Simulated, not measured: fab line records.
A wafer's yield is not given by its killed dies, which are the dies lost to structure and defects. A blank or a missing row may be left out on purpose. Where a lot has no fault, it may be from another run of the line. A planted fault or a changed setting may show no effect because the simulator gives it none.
Matching of chambers | flow nandHarc | NHARC_P_GATE_DESCUM_61 on rieDiel-08: 4 sister chambers
The step chemistry O2, time 3 s. 27 wafers are shown with their chamber, then 12 later ones without.

WAFERS, EACH WITH ITS CHAMBER
wafer  | chamber | showerheadPlenumPTorr (Torr) | drypumpMotorCurrentA (A) | oesProductAu (a.u.)
L079.3 | 3       | 1.92                         | 5.6                      | 1.006
L079.4 | 0       | 1.91                         | 5.7                      | 0.999
L079.5 | 1       | 2.03                         | 6.5                      | 1.017
L080.1 | 3       | 1.92                         | 5.5                      | 1.009
L080.4 | 2       | 1.79                         | 5.8                      | 1.014
L080.6 | 1       | 2.03                         | 6.5                      | 1.010
L082.1 | 0       | 1.91                         | 5.7                      | 1.008
L082.3 | 1       | 2.03                         | 6.5                      | 1.021
L082.5 | 2       | 1.79                         | 5.8                      | 1.007
L083.1 | 1       | 2.03                         | 6.5                      | 1.018
L083.3 | 2       | 1.79                         | 5.8                      | 1.001
L083.4 | 3       | 1.92                         | 5.6                      | 1.009
L085.1 | 3       | 1.92                         | 5.6                      | 1.007
L085.3 | 1       | 2.03                         | 6.5                      | 1.011
L085.6 | 3       | 1.92                         | 5.5                      | 1.007
L086.1 | 3       | 1.92                         | 5.6                      | 1.003
L086.2 | 0       | 1.90                         | 5.7                      | 0.987
L086.3 | 2       | 1.79                         | 5.8                      | 1.001
L086.4 | 1       | 2.03                         | 6.5                      | 0.999
L086.5 | 2       | 1.79                         | 5.8                      | 1.000
L086.6 | 3       | 1.92                         | 5.5                      | 0.993
L088.1 | 2       | 1.79                         | 5.8                      | 1.006
L088.3 | 0       | 1.90                         | 5.8                      | 1.010
L088.5 | 0       | 1.90                         | 5.7                      | 0.989
L093.2 | 1       | 2.02                         | 6.5                      | 1.009
L093.4 | 3       | 1.92                         | 5.6                      | 1.017
L093.5 | 3       | 1.92                         | 5.6                      | 1.004

SIGNATURES, as means of the wafers listed above
reading               | chamber 0 | chamber 1 | chamber 2 | chamber 3 | scatter within a chamber
showerheadPlenumPTorr | 1.9040    | 2.0286    | 1.7900    | 1.9200    | 0.00299
drypumpMotorCurrentA  | 5.720     | 6.500     | 5.800     | 5.567     | 0.0349
oesProductAu          | 0.99860   | 1.01214   | 1.00483   | 1.00611   | 0.00733
Rule: for a wafer and a chamber, the distance is found by dividing, reading by reading, the gap between the wafer's reading and the chamber's mean by the reading's scatter, squaring, summing and taking the root. The wafer belongs to the nearest chamber; if the next one is less than 2 further off, it can't be placed. How the scatter is found: for the shown wafers, subtract from each reading the mean of its chamber, square and add these, divide the total by (wafers less chambers), then take the root.

WAFERS MISSING THEIR CHAMBER
wafer  | showerheadPlenumPTorr (Torr) | drypumpMotorCurrentA (A) | oesProductAu (a.u.)
L094.1 | 1.92                         | 5.5                      | 1.011
L094.2 | 1.79                         | 5.8                      | 1.001
L094.3 | 2.02                         | 6.5                      | 1.018
L096.3 | 1.79                         | 5.8                      | 0.999
L096.4 | 1.91                         | 5.5                      | 1.011
L096.6 | 1.79                         | 5.8                      | 1.012
L096.1 | 2.02                         | 6.5                      | 1.014
L096.2 | 1.92                         | 5.6                      | 1.003
L096.5 | 2.02                         | 6.5                      | 1.008
L097.3 | 1.90                         | 5.7                      | 0.997
L097.5 | 1.90                         | 5.8                      | 1.003
L097.6 | 2.02                         | 6.5                      | 1.000

THE CHAMBER EACH PASSED THROUGH
wafer  | from the rows above | in truth
L094.1 | 3                   | 3
L094.2 | 2                   | 2
L094.3 | 1                   | 1
L096.3 | 2                   | 2
L096.4 | 3                   | 3
L096.6 | 2                   | 2
L096.1 | 1                   | 1
L096.2 | 3                   | 3
L096.5 | 1                   | 1
L097.3 | 0                   | 0
L097.5 | 0                   | 0
L097.6 | 1                   | 1
Placed correctly: 12 of 12. From these rows, 0 cannot be placed. Number placed wrongly: 0.
